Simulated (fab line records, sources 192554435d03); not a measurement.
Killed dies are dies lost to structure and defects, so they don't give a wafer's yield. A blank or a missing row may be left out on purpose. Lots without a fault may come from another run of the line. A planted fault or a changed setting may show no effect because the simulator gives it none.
One fault seen from 2 desks | flow n5_finfet | each desk has only its own numbers; what lay behind them comes last

THE METROLOGY DESK
What the gauges read, lot by lot, whatever tool the lot ran on: means of the sampled wafers that have a number. A lot is out of limits, marked OUT, if its mean lies more than 4 standard deviations from the usual mean; the brackets give that distance. Of its 12 readings 7 are shown: those that lie furthest out on some lot.
Columns: A = IOFF_N at N5_BEOL_M4_RC_MEAS_101, usual 0.162 nA/um; B = IOFF_P at N5_BEOL_M4_RC_MEAS_101, usual 0.211 nA/um; C = ION_N at N5_BEOL_M4_RC_MEAS_101, usual 676 uA/um; D = ION_P at N5_BEOL_M4_RC_MEAS_101, usual 463 uA/um; E = SS_N at N5_BEOL_M4_RC_MEAS_101, usual 71.5 mV/dec; F = VT_N at N5_BEOL_M4_RC_MEAS_101, usual 249.3 mV; G = VT_P at N5_BEOL_M4_RC_MEAS_101, usual -249.9 mV
lot  | first seen here | A     | B     | C   | D   | E    | F     | G
L642 | day 7 04:55     | 0.201 | 0.250 | 681 | 467 | 72.6 | 246.3 | -246.8
L645 | day 7 12:39     | 0.155 | 0.234 | 655 | 459 | 71.8 | 252.5 | -247.7
L646 | day 7 23:14     | 0.145 | 0.182 | 676 | 459 | 71.1 | 251.6 | -254.4
L647 | day 8 03:31     | 0.169 | 0.207 | 682 | 463 | 71.5 | 246.8 | -249.2
L648 | day 8 09:22     | 0.167 | 0.257 | 684 | 480 | 71.6 | 247.2 | -242.9
L649 | day 8 19:43     | 0.157 | 0.214 | 676 | 461 | 71.2 | 248.5 | -249.2
L659 | day 11 02:51    | 0.129 | 0.177 | 668 | 455 | 71.0 | 253.5 | -253.9
This desk's finding: nothing out of limits on any of the 7 lots.

THE TOOL OWNER'S DESK: pecvd-03
The tool's own readings at N5_BEOL_M2_DEP_57 (deposits SiCN from 3MS/NH3, target thk 8 nm, time 14 s): means of the sampled wafers that have a number, for each lot that ran on this tool. A lot is out of limits, marked OUT, if its mean lies more than 4 standard deviations from the usual mean; the brackets give that distance.
Columns: A = showerhead_plenum_p_Torr at N5_BEOL_M2_DEP_57, usual 3.665 Torr; B = throttle_valve_pct at N5_BEOL_M2_DEP_57, usual 9.0 %
lot  | first seen here | A     | B
L645 | day 7 12:50     | 3.654 | 9.4
L646 | day 7 23:26     | 3.675 | 9.1
L647 | day 8 03:44     | 3.677 | 9.0
L648 | day 8 09:39     | 3.665 | 9.0
This desk's finding: nothing out of limits on any of the 4 lots.

PUT TOGETHER
The metrology desk saw nothing out of limits.
The tool owner's desk saw nothing out of limits.

WHAT THE SIMULATOR HAD PUT IN
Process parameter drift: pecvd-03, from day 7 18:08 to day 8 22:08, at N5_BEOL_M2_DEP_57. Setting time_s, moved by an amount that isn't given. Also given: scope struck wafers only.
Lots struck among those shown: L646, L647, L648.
